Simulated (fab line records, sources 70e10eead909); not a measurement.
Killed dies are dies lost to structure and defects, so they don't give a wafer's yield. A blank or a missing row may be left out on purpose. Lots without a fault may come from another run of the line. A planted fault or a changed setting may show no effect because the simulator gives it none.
A struck lot beside a sound one | flow nand_harc | 15 steps out of a route of 1159
Sound: wafers L568.1, L568.2, L568.6. Struck: wafers L580.3, L580.5, L580.6. The cause comes at the end.
At each step with rows: each side's tool, then ch and its chambers, then its first start. Under that, the readings that differ: sound wafers | struck wafers | difference of the means | sigmas: that difference in standard deviations of wafers without a fault.
alike: readings whose means differ by less than 2 such deviations, and words and numbers that are the same on both sides. not compared: withheld readings, readings that some wafer has no value for, bounds like >300 that may hide the same value, and numbers for which the record gives no deviation and whose values overlap.
The two part at a step that has a row with sigmas, a row that says differs or no value, or rows on one side only. Numbers that don't overlap but have no deviation are shown without sigmas and don't part them. A reading that every wafer of one side lacks parts them only if that side has two wafers or more.

first, 4 steps without rows for these wafers: NHARC_P_GATE_EBR_22; NHARC_P_GATE_EXPOSE_23 (exposes mask P GATE, target cd 120 nm); NHARC_P_GATE_PEB_24 (peb time 65 s); NHARC_P_GATE_DEVELOP_25 (develop time 35 s).
NHARC_P_GATE_CD_MEAS_26: target cd 120 nm.
  sound on cd_sem-02 ch 0, day 4 13:39; struck on cd_sem-01 ch 0, day 8 00:37
  alike: cd_nm
NHARC_P_GATE_OVL_MEAS_27:
  sound on overlay-02, day 4 13:44; struck on overlay-02, day 8 00:42
  alike: overlay_x_nm, overlay_y_nm
NHARC_P_GATE_INSPECT_28:
  sound on defect_inspect-02, day 4 13:46; struck on defect_inspect-02, day 8 00:44
  alike: raw_defect_count
NHARC_P_GATE_DESCUM_31: chemistry O2, time 3 s.
  sound on rie_diel-04 ch 1,2,3, day 4 13:50; struck on rie_diel-04 ch 0,1,3, day 8 00:49
  alike: drypump_motor_current_A, oes_product_au, rf_vpp_V, showerhead_plenum_p_Torr, throttle_valve_pct
  not compared: rf_hours_counter_h
NHARC_P_GATE_ETCH_104: etches the open film in CF4/CHF3, target depth 60 nm.
  sound on rie_diel-04 ch 0,2, day 4 13:55; struck on rie_diel-04 ch 0,1, day 8 00:59
  alike: bias_w, drypump_motor_current_A, oes_product_au, rf_vpp_V, showerhead_plenum_p_Torr, throttle_valve_pct
NHARC_P_GATE_HM_OPEN_105: chemistry O2/COS, target depth 360 nm.
  sound on rie_diel-04 ch 0,1,2; struck on rie_diel-04 ch 1,2
  reading                         | sound                | struck               | difference | sigmas
  showerhead_plenum_p_Torr (Torr) | 3.07 3.18 2.90       | 3.36 3.16 3.36       | +0.24      | +2
  throttle_valve_pct (%)          | 28.320 28.307 28.320 | 28.339 28.353 28.355 | +0.033     | +4
  alike: bias_w, cos_flow_sccm, drypump_motor_current_A, oes_product_au, rf_vpp_V
  not compared: rf_hours_counter_h
then, 1 step without rows for these wafers: NHARC_P_GATE_STRIP_106 (strips in O2/COS).
NHARC_P_GATE_ETCH_114: etches the open film in CF4/O2, target depth 30 nm, overetch 3 nm, time 16.5 s.
  sound on rie_diel-04 ch 0,1,3; struck on rie_diel-04 ch 1,2,3
  alike: bias_w, drypump_motor_current_A, oes_o_777_au, oes_product_au, rf_vpp_V, showerhead_plenum_p_Torr, throttle_valve_pct
  not compared: rf_hours_counter_h
NHARC_P_GATE_ETCH_32: etches the open film in HBr/Cl2, target depth 150 nm, time 100.1 s.
  sound on rie_si-03 ch 2,3, day 4 14:20; struck on rie_si-03 ch 0,1, day 8 01:23
  reading                     | sound                | struck               | difference | sigmas
  bias_w (W)                  | 100.7 100.5 100.3    | 99.6 100.2 99.3      | -0.8       | -2
  drypump_motor_current_A (A) | 6.6 6.7 6.6          | 5.1 6.5 5.1          | -1.1       | -2
  mfc_cl2_sccm (sccm)         | 49.78 49.89 49.94    | 40.36 39.82 40.07    | -9.79      | -65
  throttle_valve_pct (%)      | 26.418 26.411 26.405 | 25.814 25.818 25.800 | -0.601     | -72
  alike: oes_product_au
  not compared: rf_hours_counter_h
NHARC_P_GATE_STRIP_108: strips in O2.
  sound on rie_diel-12 ch 1,2, day 4 14:30; struck on rie_diel-04 ch 1,2, day 8 01:34
  alike: drypump_motor_current_A, oes_product_au, rf_vpp_V, showerhead_plenum_p_Torr, throttle_valve_pct
  not compared: rf_hours_counter_h
-- the record jumps here: 14 days lie between the struck wafers' starts before and after (it left off in module P_GATE and takes up again in module END, whose first step shown is number 1159 of the route) --
NHARC_END_SORT_01:
  the record has rows for the struck wafers here (prober-01 ch 0, day 22 11:41) and none for the sound ones

WHERE THEY PART
First at NHARC_P_GATE_HM_OPEN_105; last, within this record, at NHARC_END_SORT_01.

WHY: what the simulator had put in
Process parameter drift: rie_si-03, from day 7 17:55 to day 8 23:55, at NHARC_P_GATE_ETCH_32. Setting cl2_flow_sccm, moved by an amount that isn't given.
